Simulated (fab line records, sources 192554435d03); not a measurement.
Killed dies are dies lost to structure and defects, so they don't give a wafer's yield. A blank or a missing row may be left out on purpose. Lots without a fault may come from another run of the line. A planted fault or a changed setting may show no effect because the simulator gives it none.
fab line records | flow n5_finfet
record lots=5 wafers=15 last_day=16
route steps=1938 shown MIM_BOT_LITHO@1855 MIM_BOT_ETCH@1866 PASS1_CAP@1873 TV_LITHO@1875
lots that met no fault: from a run of the same line without faults
start_h: hours from the record's first day to the start of the lot's first wafer shown | wait_h: hours since the lot's step before | " the same as in the row above | L1.1+2: a row that stands for several wafers | - no value, or no start given | * or withheld: withheld | < > ~ a bound
route shown NAME@n: a module of which the file shows steps, and the number in the route of the first | usual: mean/standard deviation of fault-free wafers | same: alike in all rows | chamber/n: place in a boat | sites: the reading at each site | _std_site: their standard deviation | _edge_site: outer sites' mean less inner sites' | radius_mm: how far each site lies from the wafer's centre | mask NAME#n: copy n | behind: the tool/chamber that last shaped the wafer | hold: why the lot was held/for how many hours/how that ended | device: the transistor (n, p or np) that didn't switch | end of line: the same wafers' tests at the end of the route | a step without rows: its recipe alone | killed: dies lost to structure and defects at the first sort, not the wafer's yield | map: a wafer's dies, x killed, . not, _ none there
set.NAME: the setting as run; set.NAME@STEP: as run at that earlier step | model.NAME: the simulator's own value behind a step, which no gauge read
lots at some steps of the route; a table a step, a row a wafer
services: from which hour (start_h, from the record's first day; less than 0 if before it) a tool's chamber was out of use, for how many hours, and why
## steps
# step N5_MIM_BOT_LITHO_COAT_02
# recipe spin_rpm=* resist_thk_nm=*
# columns lot.wafer tool chamber start_h wait_h
L075.1+2+6 litho_track-02 0 - -
L076.1+3+5 litho_track-01 0 - -
L081.2+3+5 litho_track-02 0 - -
L082.2+3+5 litho_track-04 0 - -
L094.1+5+6 litho_track-02 0 - -
# step N5_MIM_BOT_LITHO_EBR_04
# recipe solvent=PGMEA ebr_width_mm=1.5
# columns lot.wafer tool chamber start_h wait_h
L075.1+2+6 litho_track-02 0 - -
L076.1+3+5 litho_track-01 0 - -
L081.2+3+5 litho_track-02 0 - -
L082.2+3+5 litho_track-04 0 - -
L094.1+5+6 litho_track-02 0 - -
# step N5_MIM_BOT_LITHO_SOFTBAKE_03
# recipe temp_c=100 time_s=90
# usual heater_power_total_W=121.3/0.56
# columns lot.wafer tool chamber start_h wait_h heater_power_total_W
L075.1 litho_track-02 0 - - 121.3
L075.2 " 0 " " 122.0
L075.6 " 0 " " 121.7
L076.1 litho_track-01 0 - - 120.8
L076.3 " 0 " " 121.7
L076.5 " 0 " " 120.9
L081.2 litho_track-02 0 - - 120.8
L081.3 " 0 " " 121.9
L081.5 " 0 " " 121.7
L082.2 litho_track-04 0 - - 121.4
L082.3 " 0 " " 120.6
L082.5 " 0 " " 121.4
L094.1 litho_track-02 0 - - 119.9
L094.5 " 0 " " 121.3
L094.6 " 0 " " 121.4
# step N5_MIM_BOT_LITHO_EXPOSE_05
# recipe mask_id=MIM_BOT na=0.55 source_shape=conventional sigma_outer=0.8 polarization=unpolarized dose_mj=24.25
# same sigma_outer=0.8
# columns lot.wafer tool chamber start_h wait_h mask
L075.1+2+6 krf_scanner-02 0 270.80 - MIM_BOT#0
L076.1+3+5 krf_scanner-01 0 270.96 - MIM_BOT#0
L081.2+3+5 krf_scanner-01 0 298.89 - MIM_BOT#0
L082.2+3+5 krf_scanner-01 0 304.46 - MIM_BOT#0
L094.1+5+6 krf_scanner-02 0 380.86 - MIM_BOT#0
# step N5_MIM_BOT_LITHO_PEB_06
# recipe peb_temp_c=withheld peb_time_s=*
# columns lot.wafer tool chamber start_h wait_h
L075.1+2+6 litho_track-02 0 270.86 0.1
L076.1+3+5 litho_track-02 0 271.02 0.1
L081.2+3+5 litho_track-04 0 298.94 0.0
L082.2+3+5 litho_track-02 0 304.52 0.0
L094.1+5+6 litho_track-01 0 380.92 0.1
# step N5_MIM_BOT_LITHO_DEVELOP_07
# recipe develop_time_s=60 rinse_liquid=diw dry=air_spin dev_temp_c=21
# same develop_time_s=60
# columns lot.wafer tool chamber start_h wait_h
L075.1+2+6 litho_track-02 0 - -
L076.1+3+5 litho_track-02 0 - -
L081.2+3+5 litho_track-04 0 - -
L082.2+3+5 litho_track-02 0 - -
L094.1+5+6 litho_track-01 0 - -
# step N5_MIM_BOT_LITHO_HARDBAKE_09
# recipe temp_c=130 time_s=120
# usual heater_power_total_W=148.1/0.9
# columns lot.wafer tool chamber start_h wait_h heater_power_total_W
L075.1 litho_track-02 0 - - 147.5
L075.2 " 0 " " 148.9
L075.6 " 0 " " 147.0
L076.1 litho_track-02 0 - - 149.2
L076.3 " 0 " " 146.3
L076.5 " 0 " " 148.5
L081.2 litho_track-04 0 - - 146.5
L081.3 " 0 " " 148.0
L081.5 " 0 " " 147.5
L082.2 litho_track-02 0 - - 148.7
L082.3 " 0 " " 146.4
L082.5 " 0 " " 149.3
L094.1 litho_track-01 0 - - 149.2
L094.5 " 0 " " 147.3
L094.6 " 0 " " 149.2
# step N5_MIM_BOT_LITHO_CD_MEAS_08
# recipe target_cd_nm=3000 landing_energy_ev=500 detector=se_inlens polarity=opening
# usual cd_nm=3000.0/1.4
# columns lot.wafer tool chamber start_h wait_h cd_nm
L075.1 cd_sem-01 0 270.97 - 2999.6
L075.2 " 0 " " 3000.1
L075.6 " 0 " " 2998.1
L076.1 cd_sem-01 0 271.14 - 3000.7
L076.3 " 0 " " 3000.2
L076.5 " 0 " " 2999.7
L081.2 cd_sem-02 0 299.06 - 2999.0
L081.3 " 0 " " 3002.1
L081.5 " 0 " " 3000.1
L082.2 cd_sem-01 0 304.64 - 3000.3
L082.3 " 0 " " 2997.4
L082.5 " 0 " " 2995.8
L094.1 cd_sem-03 0 381.04 - 2998.7
L094.5 " 0 " " 2999.6
L094.6 " 0 " " 3000.7
# step N5_MIM_BOT_LITHO_OVL_MEAS_11
# recipe points_per_wafer=44
# usual MIM_BOT_OVL=0/5.3
# columns lot.wafer tool chamber start_h wait_h MIM_BOT_OVL[nm]
L075.1 overlay-02 0 271.00 0.0 5
L075.2 " 0 " " 4
L075.6 " 0 " " 4
L076.1 overlay-01 0 271.17 0.0 1
L076.3 " 0 " " -1
L076.5 " 0 " " 5
L081.2 overlay-02 0 299.09 0.0 9
L081.3 " 0 " " -1
L081.5 " 0 " " -2
L082.2 overlay-02 0 304.66 0.0 0
L082.3 " 0 " " 7
L082.5 " 0 " " 8
L094.1 overlay-01 0 381.07 0.0 -4
L094.5 " 0 " " -7
L094.6 " 0 " " 3
# step N5_MIM_BOT_LITHO_INSPECT_12
# recipe mode=adi inspect_instrument=macro
# usual raw_defect_count=2.1/1.4
# columns lot.wafer tool chamber start_h wait_h raw_defect_count
L075.1 defect_inspect-02 - 271.03 0.0 2
L075.2 " - " " 4
L075.6 " - " " 1
L076.1 defect_inspect-01 - 271.19 0.0 0
L076.3 " - " " 2
L076.5 " - " " 0
L081.2 defect_inspect-01 - 299.11 0.0 4
L081.3 " - " " 1
L081.5 " - " " 1
L082.2 defect_inspect-02 - 304.69 0.0 1
L082.3 " - " " 3
L082.5 " - " " 4
L094.1 defect_inspect-01 - 381.09 0.0 0
L094.5 " - " " 2
L094.6 " - " " 2
# step N5_MIM_BOT_LITHO_DESCUM_10
# recipe chemistry=O2 time_s=7.9 source_power_w=50 bias_power_w=20 pressure_mtorr=20 rf_frequency_hz=2.712e+07 temp_c=40 o2_flow_sccm=225
# usual bias_power_w=19.99/0.062 drypump_motor_current_A=5.9/0.55 oes_product_au=0.79/0.069 rf_fwd_power_W=49.63/0.18 rf_vpp_V=242.8/1.3 showerhead_plenum_p_Torr=2.07/0.067 throttle_valve_pct=20.45/0.21
# columns lot.wafer tool chamber start_h wait_h bias_power_w drypump_motor_current_A oes_product_au rf_fwd_power_W rf_hours_counter_h rf_vpp_V showerhead_plenum_p_Torr throttle_valve_pct
L075.1 rie_diel-02 1 271.06 0.0 20.02 5.5 0.68 49.61 244 243.2 2.15 20.70
L075.2 " 0 " " 20.07 5.2 0.85 49.55 60 243.1 2.04 20.04
L075.6 " 2 " " 19.91 6.5 0.80 49.54 - 242.9 2.09 20.56
L076.1 rie_diel-04 1 271.22 0.0 20.11 5.9 0.88 49.36 37 241.9 2.04 20.36
L076.3 " 3 " " 19.95 6.0 0.80 49.45 93 244.4 2.21 20.37
L076.5 " 2 " " 19.86 5.8 0.79 49.81 - 241.9 2.02 20.55
L081.2 rie_diel-04 0 299.15 0.0 20.05 6.5 0.88 49.52 33 242.6 2.06 20.35
L081.3 " 1 " " 20.02 6.0 0.86 49.37 47 241.9 2.04 20.37
L081.5 " 2 " " 19.93 5.8 0.78 49.67 - 243.3 2.02 20.57
L082.2 rie_diel-02 0 304.72 0.0 19.93 5.2 0.82 49.55 76 243.1 2.04 20.05
L082.3 " 1 " " 20.02 5.5 0.98 49.43 2 244.0 2.15 20.33
L082.5 " 3 " " 20.04 5.1 0.94 49.74 - 242.7 2.05 20.59
L094.1 rie_diel-06 0 381.15 0.1 20.00 6.8 0.72 49.54 181 243.2 1.99 20.14
L094.5 " 3 " " 20.01 4.9 0.74 49.59 - 244.4 2.08 20.60
L094.6 " 0 " " 19.95 6.8 0.72 49.48 - 240.8 1.99 20.14
# step N5_MIM_BOT_ETCH_ETCH_04
# recipe chemistry=CF4/O2 target=SiNx target_depth_a=260 time_s=13 ion_energy_ev=100 pressure_mtorr=40 source_w=535 bias_w=49 Ar_flow_sccm=100 cf4_flow_sccm=100 O2_flow_sccm=10
# usual cf4_flow_sccm=100.0/0.32 drypump_motor_current_A=5.9/0.55 oes_f_703_au=0.79/0.068 oes_product_au=0.79/0.071 rf_fwd_power_W=531.7/2 rf_vpp_V=241.7/2.2 showerhead_plenum_p_Torr=2.18/0.066 throttle_valve_pct=15.99/0.19
# columns lot.wafer tool chamber start_h wait_h cf4_flow_sccm drypump_motor_current_A oes_f_703_au oes_product_au rf_fwd_power_W rf_hours_counter_h rf_vpp_V showerhead_plenum_p_Torr throttle_valve_pct
L075.1 rie_diel-02 1 271.13 0.0 100.3 5.5 0.68 0.68 531.5 244 243.3 2.26 16.31
L075.2 " 0 " " 100.8 5.3 0.83 0.83 531.8 60 239.1 2.14 15.52
L075.6 " 2 " " 100.3 6.5 0.80 0.80 529.5 - 242.5 2.21 16.15
L076.1 rie_diel-04 1 271.29 0.0 100.2 5.9 0.89 0.89 530.5 37 238.8 2.15 15.89
L076.3 " 3 " " 100.7 6.0 0.79 0.80 531.3 93 244.1 2.32 15.91
L076.5 " 2 " " 100.5 5.8 0.78 0.79 535.3 - 242.7 2.13 16.03
L081.2 rie_diel-04 0 299.21 0.0 99.4 6.5 0.88 0.89 532.8 33 238.5 2.16 15.83
L081.3 " 1 " " 99.7 5.9 0.88 0.87 530.5 47 239.0 2.15 15.91
L081.5 " 2 " " 100.0 5.9 0.77 0.78 534.8 - 242.9 2.13 16.05
L082.2 rie_diel-02 0 304.79 0.0 99.9 5.2 0.82 0.82 532.8 76 238.6 2.14 15.56
L082.3 " 1 " " 100.2 5.5 0.97 0.98 529.9 2 242.9 2.25 15.84
L082.5 " 3 " " 99.8 5.1 0.90 0.91 532.0 - 237.6 2.16 16.07
L094.1 rie_diel-06 0 381.21 0.0 100.2 6.9 0.71 0.71 531.3 181 242.3 2.11 15.88
L094.5 " 3 " " 100.4 4.9 0.73 0.73 531.2 - 244.4 2.20 16.16
L094.6 " 0 " " 100.4 6.8 0.70 0.72 532.1 - 241.4 2.11 15.88
# step N5_MIM_BOT_ETCH_ETCH_03
# recipe chemistry=Cl2/BCl3 target_depth_a=120 pressure_mtorr=8 icp_w=800 bias_w=100 Cl2_flow_sccm=20 bcl3_flow_sccm=80
# usual drypump_motor_current_A=5.8/0.43 he_backside_leak_sccm=3.39/0.21 oes_product_au=0.78/0.072 rf_fwd_power_W=794.8/2.7 throttle_valve_pct=27.59/0.14
# columns lot.wafer tool chamber start_h wait_h drypump_motor_current_A he_backside_leak_sccm oes_product_au rf_fwd_power_W rf_hours_counter_h throttle_valve_pct
L075.1 rie_metal-03 1 271.22 0.1 6.0 3.26 0.71 795.7 66 27.51
L075.2 " 0 " " 5.1 3.60 0.86 795.6 16 27.70
L075.6 " 0 " " 5.1 3.44 0.86 797.1 - 27.71
L076.1 rie_metal-02 1 271.38 0.1 6.0 3.64 0.78 799.3 36 27.54
L076.3 " 1 " " 6.0 3.64 0.78 799.4 - 27.55
L076.5 " 0 " " 6.2 3.19 0.80 797.6 - 27.81
L081.2 rie_metal-01 0 299.30 0.1 6.2 3.56 0.70 792.3 73 27.36
L081.3 " 1 " " 5.4 3.25 0.91 794.5 - 27.50
L081.5 " 1 " " 5.4 3.16 0.92 795.4 - 27.51
L082.2 rie_metal-03 0 304.90 0.1 5.1 3.53 0.85 789.3 20 27.73
L082.3 " 1 " " 6.0 3.23 0.69 788.9 - 27.52
L082.5 " 0 " " 5.1 3.53 0.84 795.4 - 27.72
L094.1 rie_metal-02 1 381.30 0.1 6.0 3.38 0.76 795.9 46 27.58
L094.5 " 1 " " 6.0 3.46 0.76 794.2 - 27.56
L094.6 " 0 " " 6.2 3.25 0.77 797.7 - 27.82
# step N5_MIM_BOT_ETCH_ETCH_00
# recipe chemistry=Cl2/BCl3 target=TiN target_depth_a=455 ion_energy_ev=150 pressure_mtorr=10 icp_w=1000 bias_w=126 Cl2_flow_sccm=53.25 bcl3_flow_sccm=21.75 Ar_flow_sccm=25
# usual drypump_motor_current_A=5.8/0.43 he_backside_leak_sccm=3.38/0.2 oes_product_au=0.78/0.072 rf_fwd_power_W=995/3.4 throttle_valve_pct=21.95/0.11
# columns lot.wafer tool chamber start_h wait_h drypump_motor_current_A he_backside_leak_sccm oes_product_au rf_fwd_power_W rf_hours_counter_h throttle_valve_pct
L075.1 rie_metal-03 1 271.31 0.1 5.9 3.17 0.70 988 66 21.91
L075.2 " 0 " " 5.1 3.57 0.87 990 16 22.03
L075.6 " 0 " " 5.1 3.75 0.86 995 - 22.05
L076.1 rie_metal-02 1 271.47 0.1 6.0 3.44 0.78 997 36 21.85
L076.3 " 1 " " 6.0 3.36 0.78 994 - 21.86
L076.5 " 0 " " 6.2 3.23 0.80 1002 - 22.10
L081.2 rie_metal-01 0 299.39 0.1 6.2 3.40 0.70 995 74 21.81
L081.3 " 1 " " 5.3 3.26 0.93 1001 - 21.83
L081.5 " 1 " " 5.4 3.20 0.93 999 - 21.86
L082.2 rie_metal-03 0 304.99 0.1 5.1 3.69 0.84 997 20 22.04
L082.3 " 1 " " 6.0 3.24 0.69 995 - 21.94
L082.5 " 0 " " 5.1 3.76 0.84 991 - 22.05
L094.1 rie_metal-02 1 381.39 0.1 6.0 3.22 0.77 998 46 21.88
L094.5 " 1 " " 6.0 3.47 0.76 995 - 21.89
L094.6 " 0 " " 6.2 3.30 0.77 996 - 22.14
# step N5_MIM_BOT_ETCH_STRIP_01
# recipe chemistry=O2 power_w=600 temp_c=60 pressure_mtorr=30 rf_frequency_hz=6e+07 bias_power_w=0 overash_fraction=0.5 o2_flow_sccm=225
# usual drypump_motor_current_A=5.8/0.59 oes_product_au=0.78/0.083 rf_vpp_V=3.8/1.4 showerhead_plenum_p_Torr=2.07/0.063 throttle_valve_pct=16.70/0.24
# same bias_power_w=0
# columns lot.wafer tool chamber start_h wait_h drypump_motor_current_A oes_product_au rf_hours_counter_h rf_vpp_V showerhead_plenum_p_Torr throttle_valve_pct
L075.1 rie_diel-02 1 271.45 0.1 5.5 0.67 244 3.8 2.15 16.98
L075.2 " 0 " " 5.3 0.83 60 3.2 2.05 16.27
L075.6 " 0 " " 5.2 0.83 - 6.0 2.05 16.30
L076.1 rie_diel-06 3 271.61 0.1 4.9 0.78 126 3.2 2.10 16.81
L076.3 " 1 " " 5.7 0.73 174 2.2 2.18 17.12
L076.5 " 2 " " 5.9 0.70 - 2.7 2.00 16.57
L081.2 rie_diel-02 0 299.53 0.1 5.2 0.82 74 3.0 2.04 16.31
L081.3 " 3 " " 5.1 0.94 11 3.9 2.05 16.79
L081.5 " 2 " " 6.5 0.78 - 4.4 2.09 16.83
L082.2 rie_diel-06 2 305.31 0.3 5.9 0.71 202 3.8 2.00 16.65
L082.3 " 1 " " 5.7 0.71 185 2.8 2.18 17.13
L082.5 " 3 " " 4.9 0.74 - 3.1 2.10 16.80
L094.1 rie_diel-06 3 381.53 0.1 4.9 0.72 166 3.3 2.09 16.85
L094.5 " 2 " " 5.9 0.68 - 8.6 1.99 16.71
L094.6 " 3 " " 4.9 0.74 - 5.6 2.09 16.81
# step N5_MIM_BOT_ETCH_STRIP_02
# recipe chemistry=post_etch_residue_remover time_s=1200 temp_c=72.5
# columns lot.wafer tool chamber start_h wait_h
L075.1+2+6 wet_bench-03 2,7,6 271.52 -
L076.1+3+5 wet_bench-05 0,7,3 271.68 -
L081.2+3+5 wet_bench-03 6,5,4 299.60 -
L082.2+3+5 wet_bench-03 6,2,5 305.42 -
L094.1+5+6 wet_bench-05 1,3,6 381.75 -
# step N5_MIM_BOT_ETCH_CLEAN_05
# recipe chemistry=IPA time_s=180 temp_c=25
# columns lot.wafer tool chamber start_h wait_h
L075.1+2+6 wet_bench-03 2,7,6 271.85 0.0
L076.1+3+5 wet_bench-05 0,7,3 272.04 0.0
L081.2+3+5 wet_bench-03 6,5,4 299.93 0.0
L082.2+3+5 wet_bench-03 6,2,5 305.79 0.0
L094.1+5+6 wet_bench-05 1,3,6 382.09 0.0
# step N5_MIM_BOT_ETCH_SRD_06
# recipe dry=ipa_marangoni time_s=30 temp_c=23 rinse_liquid=diw
# columns lot.wafer tool chamber start_h wait_h
L075.1+2+6 wet_bench-03 2,7,6 271.90 0.0
L076.1+3+5 wet_bench-05 0,7,3 272.10 0.0
L081.2+3+5 wet_bench-03 6,5,4 299.99 0.0
L082.2+3+5 wet_bench-03 6,2,5 305.84 0.0
L094.1+5+6 wet_bench-05 1,3,6 382.14 0.0
# step N5_PASSIVATION_PECVD_55
# recipe material=SiO2 target_thk_a=4000 temp_c=400 precursor=SiH4/N2O pressure_torr=2.7 rf_w=608 time_s=22.5
# usual heater_power_w=654/110 rf_fwd_power_W=601.2/2 showerhead_plenum_p_Torr=8.17/0.12 throttle_valve_pct=51.8/2.6
# columns lot.wafer tool chamber start_h wait_h heater_power_w rf_fwd_power_W showerhead_plenum_p_Torr throttle_valve_pct
L075.1 pecvd-04 1 271.95 0.0 797 601.2 8.22 50.4
L075.2 " 0 " " 659 598.1 8.14 53.5
L075.6 " 2 " " 817 601.6 8.22 48.5
L076.1 pecvd-03 1 272.15 0.0 560 599.3 8.32 52.5
L076.3 " 2 " " 630 599.6 8.09 50.4
L076.5 " 2 " " 650 600.0 8.11 50.3
L081.2 pecvd-04 1 300.03 0.0 781 601.0 8.24 50.0
L081.3 " 2 " " 709 600.9 8.24 48.8
L081.5 " 0 " " 639 602.8 8.12 53.9
L082.2 pecvd-03 0 305.89 0.0 565 599.8 8.35 51.2
L082.3 " 1 " " 565 599.8 8.32 53.0
L082.5 " 1 " " 594 599.6 8.33 53.0
L094.1 pecvd-02 1 382.19 0.0 638 600.1 8.02 55.1
L094.5 " 1 " " 650 601.1 8.01 55.2
L094.6 " 2 " " 587 602.5 8.01 47.5
# step N5_PASSIVATION_PECVD_01
# recipe material=SiNx target_thk_a=2000 temp_c=400 precursor=SiH4/NH3/N2 pressure_torr=4.9 rf_w=1406 time_s=43.2
# usual heater_power_w=381/110 rf_fwd_power_W=1395/5.2 showerhead_plenum_p_Torr=8.68/0.083 throttle_valve_pct=29.3/1.4
# columns lot.wafer tool chamber start_h wait_h heater_power_w rf_fwd_power_W showerhead_plenum_p_Torr throttle_valve_pct
L075.1 pecvd-04 1 271.99 0.0 543 1384 8.73 28.5
L075.2 " 0 " " 374 1398 8.64 30.4
L075.6 " 2 " " 458 1393 8.72 27.6
L076.1 pecvd-03 1 272.20 0.0 306 1399 8.78 29.9
L076.3 " 2 " " 351 1388 8.65 28.5
L076.5 " 2 " " 364 1389 8.64 28.6
L081.2 pecvd-04 1 300.07 0.0 500 1389 8.73 28.1
L081.3 " 2 " " 470 1397 8.73 28.1
L081.5 " 0 " " 266 1394 8.65 30.5
L082.2 pecvd-03 0 305.93 0.0 275 1394 8.82 29.2
L082.3 " 1 " " 285 1399 8.79 29.9
L082.5 " 1 " " 291 1402 8.73 30.0
L094.1 pecvd-02 1 382.22 0.0 341 1400 8.58 31.3
L094.5 " 1 " " 351 1394 8.56 31.0
L094.6 " 2 " " 279 1393 8.56 26.9
# step N5_PASSIVATION_HMDS_03
# recipe time_s=60 temp_c=120
# usual heater_power_total_W=196.8/2
# columns lot.wafer tool chamber start_h wait_h heater_power_total_W
L075.1 litho_track-01 0 272.48 0.5 198.1
L075.2 " 0 " " 195.3
L075.6 " 0 " " 199.2
L076.1 litho_track-05 0 273.55 1.3 194.0
L076.3 " 0 " " 197.7
L076.5 " 0 " " 194.8
L081.2 litho_track-05 0 300.57 0.5 199.7
L081.3 " 0 " " 199.5
L081.5 " 0 " " 196.4
L082.2 litho_track-05 0 307.44 1.5 194.8
L082.3 " 0 " " 197.2
L082.5 " 0 " " 197.6
L094.1 litho_track-05 0 382.58 0.3 197.2
L094.5 " 0 " " 194.3
L094.6 " 0 " " 196.5
# step N5_PASSIVATION_COAT_04
# recipe spin_rpm=* resist_thk_nm=*
# columns lot.wafer tool chamber start_h wait_h
L075.1+2+6 litho_track-01 0 - -
L076.1+3+5 litho_track-05 0 - -
L081.2+3+5 litho_track-05 0 - -
L082.2+3+5 litho_track-05 0 - -
L094.1+5+6 litho_track-05 0 - -
# step N5_PASSIVATION_EBR_06
# recipe solvent=PGMEA ebr_width_mm=1.5
# columns lot.wafer tool chamber start_h wait_h
L075.1+2+6 litho_track-01 0 - -
L076.1+3+5 litho_track-05 0 - -
L081.2+3+5 litho_track-05 0 - -
L082.2+3+5 litho_track-05 0 - -
L094.1+5+6 litho_track-05 0 - -
# step N5_PASSIVATION_SOFTBAKE_05
# recipe temp_c=100 time_s=90
# usual heater_power_total_W=121.3/0.53
# columns lot.wafer tool chamber start_h wait_h heater_power_total_W
L075.1 litho_track-01 0 - - 121.1
L075.2 " 0 " " 121.3
L075.6 " 0 " " 121.3
L076.1 litho_track-05 0 - - 121.1
L076.3 " 0 " " 121.6
L076.5 " 0 " " 121.0
L081.2 litho_track-05 0 - - 121.1
L081.3 " 0 " " 121.3
L081.5 " 0 " " 121.3
L082.2 litho_track-05 0 - - 120.1
L082.3 " 0 " " 121.6
L082.5 " 0 " " 120.7
L094.1 litho_track-05 0 - - 121.6
L094.5 " 0 " " 120.4
L094.6 " 0 " " 120.8
# step N5_PASSIVATION_EXPOSE_07
# recipe mask_id=TV na=0.55 source_shape=conventional sigma_outer=0.8 polarization=unpolarized defocus_nm=0 target_cd_nm=3000 dose_mj=22.75
# same sigma_outer=0.8
# columns lot.wafer tool chamber start_h wait_h mask
L075.1+2+6 krf_scanner-01 0 272.59 - TV#0
L076.1+3+5 krf_scanner-02 0 273.78 - TV#0
L081.2+3+5 krf_scanner-01 0 300.68 - TV#0
L082.2+3+5 krf_scanner-01 0 307.83 - TV#0
L094.1+5+6 krf_scanner-01 0 382.85 - TV#0
# step N5_PASSIVATION_PEB_08
# recipe peb_temp_c=withheld peb_time_s=*
# columns lot.wafer tool chamber start_h wait_h
L075.1+2+6 litho_track-01 0 272.65 0.1
L076.1+3+5 litho_track-05 0 273.84 0.1
L081.2+3+5 litho_track-01 0 300.73 0.0
L082.2+3+5 litho_track-05 0 307.89 0.0
L094.1+5+6 litho_track-05 0 382.90 0.1
# step N5_PASSIVATION_DEVELOP_09
# recipe develop_time_s=60 rinse_liquid=diw dry=air_spin dev_temp_c=21
# same develop_time_s=60
# columns lot.wafer tool chamber start_h wait_h
L075.1+2+6 litho_track-01 0 - -
L076.1+3+5 litho_track-05 0 - -
L081.2+3+5 litho_track-01 0 - -
L082.2+3+5 litho_track-05 0 - -
L094.1+5+6 litho_track-05 0 - -
# step N5_PASSIVATION_HARDBAKE_11
# recipe temp_c=130 time_s=120
# usual heater_power_total_W=148.0/0.89
# columns lot.wafer tool chamber start_h wait_h heater_power_total_W
L075.1 litho_track-01 0 - - 149.0
L075.2 " 0 " " 146.8
L075.6 " 0 " " 149.3
L076.1 litho_track-05 0 - - 149.2
L076.3 " 0 " " 148.5
L076.5 " 0 " " 148.8
L081.2 litho_track-01 0 - - 146.7
L081.3 " 0 " " 146.8
L081.5 " 0 " " 147.0
L082.2 litho_track-05 0 - - 147.9
L082.3 " 0 " " 148.7
L082.5 " 0 " " 147.3
L094.1 litho_track-05 0 - - 146.3
L094.5 " 0 " " 146.6
L094.6 " 0 " " 149.2
# step N5_PASSIVATION_CD_MEAS_10
# recipe target_cd_nm=3000 landing_energy_ev=500 detector=se_inlens
# usual cd_nm=3000.4/1.6
# columns lot.wafer tool chamber start_h wait_h cd_nm
L075.1 cd_sem-02 0 272.76 - 3002.6
L075.2 " 0 " " 3001.1
L075.6 " 0 " " 3000.4
L076.1 cd_sem-01 0 273.96 - 3000.1
L076.3 " 0 " " 3002.5
L076.5 " 0 " " 2999.8
L081.2 cd_sem-02 0 300.85 - 2999.0
L081.3 " 0 " " 3001.5
L081.5 " 0 " " 3000.0
L082.2 cd_sem-02 0 308.01 - 3002.1
L082.3 " 0 " " 3001.7
L082.5 " 0 " " 3001.6
L094.1 cd_sem-02 0 383.02 - 3000.6
L094.5 " 0 " " 3001.2
L094.6 " 0 " " 3002.5
# step N5_PASSIVATION_OVL_MEAS_60
# recipe points_per_wafer=44
# usual TV_OVL=-4/4.7
# columns lot.wafer tool chamber start_h wait_h TV_OVL[nm]
L075.1 overlay-01 0 272.79 0.0 -9
L075.2 " 0 " " -3
L075.6 " 0 " " -5
L076.1 overlay-02 0 273.99 0.0 -8
L076.3 " 0 " " -5
L076.5 " 0 " " -16
L081.2 overlay-01 0 300.88 0.0 0
L081.3 " 0 " " -3
L081.5 " 0 " " -3
L082.2 overlay-01 0 308.04 0.0 -2
L082.3 " 0 " " -3
L082.5 " 0 " " 1
L094.1 overlay-01 0 383.05 0.0 -3
L094.5 " 0 " " -6
L094.6 " 0 " " -2
# step N5_PASSIVATION_INSPECT_61
# recipe mode=adi inspect_instrument=macro
# usual raw_defect_count=2.1/1.4
# columns lot.wafer tool chamber start_h wait_h raw_defect_count
L075.1 defect_inspect-01 - 272.82 0.0 2
L075.2 " - " " 3
L075.6 " - " " 0
L076.1 defect_inspect-01 - 274.01 0.0 3
L076.3 " - " " 3
L076.5 " - " " 1
L081.2 defect_inspect-02 - 300.90 0.0 2
L081.3 " - " " 3
L081.5 " - " " 1
L082.2 defect_inspect-02 - 308.06 0.0 5
L082.3 " - " " 2
L082.5 " - " " 2
L094.1 defect_inspect-02 - 383.08 0.0 1
L094.5 " - " " 1
L094.6 " - " " 1
# step N5_PASSIVATION_DESCUM_12
# recipe chemistry=O2 time_s=7.9 source_power_w=50 bias_power_w=20 pressure_mtorr=20 rf_frequency_hz=2.712e+07 temp_c=40 o2_flow_sccm=225
# usual bias_power_w=20.01/0.056 drypump_motor_current_A=5.6/0.62 oes_product_au=0.78/0.088 rf_fwd_power_W=49.64/0.23 rf_vpp_V=242.6/1.7 showerhead_plenum_p_Torr=2.06/0.091 throttle_valve_pct=20.38/0.19
# columns lot.wafer tool chamber start_h wait_h bias_power_w drypump_motor_current_A oes_product_au rf_fwd_power_W rf_hours_counter_h rf_vpp_V showerhead_plenum_p_Torr throttle_valve_pct
L075.1 rie_diel-05 1 272.93 0.1 20.05 6.0 0.91 49.88 21 242.8 2.05 20.39
L075.2 " 3 " " 19.97 6.8 0.75 49.53 175 242.9 1.99 20.43
L075.6 " 0 " " 20.04 4.7 0.84 49.51 - 243.1 2.03 20.19
L076.1 rie_diel-03 3 274.07 0.1 19.99 5.2 0.74 49.44 154 241.0 1.92 20.24
L076.3 " 2 " " 20.03 5.2 0.72 49.75 176 244.5 2.18 20.37
L076.5 " 1 " " 20.01 5.5 0.72 49.54 - 243.5 2.16 20.34
L081.2 rie_diel-03 0 300.94 0.0 19.92 5.4 0.96 49.89 7 242.7 2.15 20.11
L081.3 " 3 " " 20.11 5.2 0.72 49.53 165 238.9 1.91 20.26
L081.5 " 0 " " 19.98 5.4 0.97 49.86 - 243.8 2.15 20.10
L082.2 rie_diel-05 2 308.09 0.0 20.05 6.2 0.69 49.65 214 242.1 2.00 20.70
L082.3 " 3 " " 19.91 6.8 0.74 49.67 185 241.6 1.99 20.45
L082.5 " 0 " " 20.08 4.7 0.82 49.26 - 241.1 2.02 20.21
L094.1 rie_diel-05 1 383.11 0.0 20.01 6.0 0.86 49.78 53 242.4 2.04 20.46
L094.5 " 1 " " 19.99 6.0 0.85 49.79 - 241.9 2.04 20.44
L094.6 " 2 " " 19.90 6.2 0.67 49.81 - 240.8 1.99 20.72
## services
# columns tool chamber start_h hours kind
rie_metal-01 - 248.80 28.1 pm
rie_diel-03 2 251.67 11.3 repair
rie_diel-02 3 252.44 - clean
rie_diel-02 3 252.44 - consumable_replace:focus_ring
rie_diel-02 3 252.44 23.4 scheduled_down
krf_scanner-01 - 255.86 3.0 pm
krf_scanner-01 - 269.26 1.0 pm
krf_scanner-02 - 275.60 1.3 pm
rie_metal-01 - 279.59 0.7 repair
krf_scanner-01 0 279.85 - calibration
krf_scanner-02 - 288.62 1.0 pm
krf_scanner-01 - 289.81 1.3 pm
rie_diel-03 1 291.76 7.9 repair
pecvd-04 - 304.29 2.8 pm
pecvd-04 2 309.11 4.2 repair
rie_diel-04 1 342.58 5.9 repair
wet_bench-05 - 345.79 1.7 repair
rie_diel-04 3 353.66 5.1 repair
rie_diel-06 - 360.52 0.5 repair
rie_diel-03 2 364.20 1.3 repair
rie_diel-03 0 374.44 14.3 repair
rie_diel-02 - 374.68 2.8 pm
krf_scanner-02 - 375.99 1.0 repair
rie_diel-04 0 379.45 4.8 repair
## key
fault none
